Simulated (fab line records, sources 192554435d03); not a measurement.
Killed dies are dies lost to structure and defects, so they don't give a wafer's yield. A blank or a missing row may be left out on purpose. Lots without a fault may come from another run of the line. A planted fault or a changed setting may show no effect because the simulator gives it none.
Chamber matching | flow n5_finfet | N5_BEOL_M7_PECVD_70 on pecvd-04: 3 sister chambers
The step deposits SiO2 from TEOS/O2, target thk 20 nm, time 22.7 s. 6 wafers are shown with their chamber, then 9 later ones without.

WAFERS WITH THEIR CHAMBER
wafer  | chamber | showerhead_plenum_p_Torr (Torr) | throttle_valve_pct (%)
L088.3 | 1       | 8.73                            | 23.6
L091.3 | 2       | 8.82                            | 21.5
L091.6 | 2       | 8.80                            | 21.4
L090.2 | 1       | 8.75                            | 23.4
L090.3 | 0       | 8.85                            | 24.7
L090.5 | 0       | 8.85                            | 24.4

WAFERS WITHOUT THEIR CHAMBER
wafer  | showerhead_plenum_p_Torr (Torr) | throttle_valve_pct (%)
L094.1 | 8.75                            | 23.6
L094.2 | 8.87                            | 24.6
L094.3 | 8.83                            | 21.7
L095.3 | 8.82                            | 21.7
L095.5 | 8.84                            | 21.6
L095.6 | 8.83                            | 24.5
L096.2 | 8.86                            | 24.6
L096.3 | 8.74                            | 23.4
L096.5 | 8.76                            | 23.5

WHICH CHAMBER EACH WENT THROUGH
wafer  | from the rows above | in truth
L094.1 | 1                   | 1
L094.2 | 0                   | 0
L094.3 | 2                   | 2
L095.3 | 2                   | 2
L095.5 | 2                   | 2
L095.6 | 0                   | 0
L096.2 | 0                   | 0
L096.3 | 1                   | 1
L096.5 | 1                   | 1
Placed correctly: 9 of 9. Can't be placed from these rows: 0. Placed wrongly: 0.
How it was worked out, from the rows above alone: a wafer's distance from a chamber is the root of the sum, over the readings, of the square of ((its reading less the chamber's mean) divided by the reading's scatter). The wafer belongs to the nearest chamber; if the next one is less than 2 further off, it can't be placed. A chamber's mean is the mean of its shown wafers. The scatter: the root of (the sum of the squares of (reading less its chamber's mean) over the shown wafers, divided by (wafers less chambers)).
